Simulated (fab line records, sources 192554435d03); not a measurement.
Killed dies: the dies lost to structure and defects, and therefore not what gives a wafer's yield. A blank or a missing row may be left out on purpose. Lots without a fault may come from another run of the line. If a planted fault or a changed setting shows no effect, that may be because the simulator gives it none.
Lot-split experiment ; flow n5-finfet ; 21 wafers read from 7 lots, route of 1938 steps

== SPLIT DETAILS ==
At N5_BEOL_M12_SPUTTER_44 (material Ta, target thk 10 nm, time 16.13 s), the setting time-s was moved away from the recipe's 16.13 s on 8 of the 21 wafers read, by -13.3% to +11.4%. All remaining wafers had this setting at the recipe value.

The reading is taken at the split's own step.

== THE READING ==
Ta_of_BEOL_M12_SPUTTER_44.thk-nm (the simulator's own value, which no gauge read), in nm, at N5_BEOL_M12_SPUTTER_44 (material Ta, target thk 10 nm, time 16.13 s). No usual value for it is given in the file. The 13 wafers here that ran the recipe average 9.9 nm, standard deviation 0.097 nm.

wafer;tool, chamber at the split;time-s as run, s;against the recipe;Ta_of_BEOL_M12_SPUTTER_44.thk-nm, nm;against lot-mates on the recipe
L074.1;pvd-sputter-02, -;16.13;recipe;10;-
L074.4;pvd-sputter-02, -;17.97;+11.4%;11;+1.0
L074.5;pvd-sputter-02, -;17.97;+11.4%;11;+1.0
L077.2;pvd-sputter-02, -;16.13;recipe;10;-
L077.3;pvd-sputter-02, -;16.13;recipe;10;-
L077.4;pvd-sputter-02, -;16.13;recipe;10;-
L085.1;pvd-sputter-01, -;16.13;recipe;9.8;-
L085.2;pvd-sputter-01, -;16.13;recipe;9.8;-
L085.4;pvd-sputter-01, -;16.13;recipe;9.8;-
L084.1;pvd-sputter-03, -;16.13;recipe;10;-
L084.5;pvd-sputter-03, -;16.13;recipe;10;-
L084.2;pvd-sputter-03, -;16.13;recipe;9.8;-
L086.1;pvd-sputter-01, -;13.98;-13.3%;8.4;-1.4
L086.3;pvd-sputter-01, -;16.13;recipe;9.8;-
L086.6;pvd-sputter-01, -;13.98;-13.3%;8.6;-1.2
L087.1;pvd-sputter-03, -;17.27;+7.1%;10.8;+0.8
L087.2;pvd-sputter-03, -;17.27;+7.1%;10.6;+0.6
L087.5;pvd-sputter-03, -;16.13;recipe;10;-
L093.3;pvd-sputter-02, -;15.18;-5.9%;9.2;-0.8
L093.4;pvd-sputter-02, -;15.18;-5.9%;9.4;-0.6
L093.6;pvd-sputter-02, -;16.13;recipe;10;-

THE FIT
A straight line over all 21 wafers: Ta_of_BEOL_M12_SPUTTER_44.thk-nm changes by +0.103 nm for each +1% of time-s; r = +0.99; the points scatter about the line by 0.11 nm.
The same after taking each lot's own level away (the mean of its wafers on the recipe; 21 wafers): +0.0963 nm for each +1%; r = +0.99; scatter 0.084 nm.
That fit puts the effect of the largest move of time-s on the reading at 1.3 nm.
Measured against the standard deviation above, the lots' own levels, which go from 9.80 to 10.00 nm, span 2.1 times it.
Hence the lot-to-lot level has little effect on the slope; both slopes agree.
Check: -1.27 nm against its lot-mates is what the line predicts for one of the wafers moved furthest among these (-13.3%) when that wafer is left out of the fit. Against them it came out at -1.4 nm.

== FURTHER SPLITS ON THESE WAFERS ==
These wafers also went through other splits before the reading. Each is held against what the fit with the lots' levels taken away leaves over:
other split on the same wafers;wafers away from the commonest value;r with Ta_of_BEOL_M12_SPUTTER_44.thk-nm (lot level and that fit taken away)
N5_BEOL_M5_ETCH_41 source-w;11;-0.46
N5_BEOL_M6_PECVD_70 time-s;6;+0.20
N5_BEOL_M6_EXPOSE_08 dose-mj;3;-0.16
N5_BEOL_M7_PECVD_70 temp-c;6;+0.36
N5_BEOL_M8_PECVD_70 temp-c;9;+0.42
N5_BEOL_M8_COAT_05 spin-rpm;7;-0.15
N5_BEOL_M11_EXPOSE_08 dose-mj;10;-0.25
N5_BEOL_M11_COAT_22 spin-rpm;7;-0.23

== FILE'S OWN FIT ==
Ta_of_BEOL_M12_SPUTTER_44.thk-nm changes by +0.0963 nm for each +1% of time-s, r = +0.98.
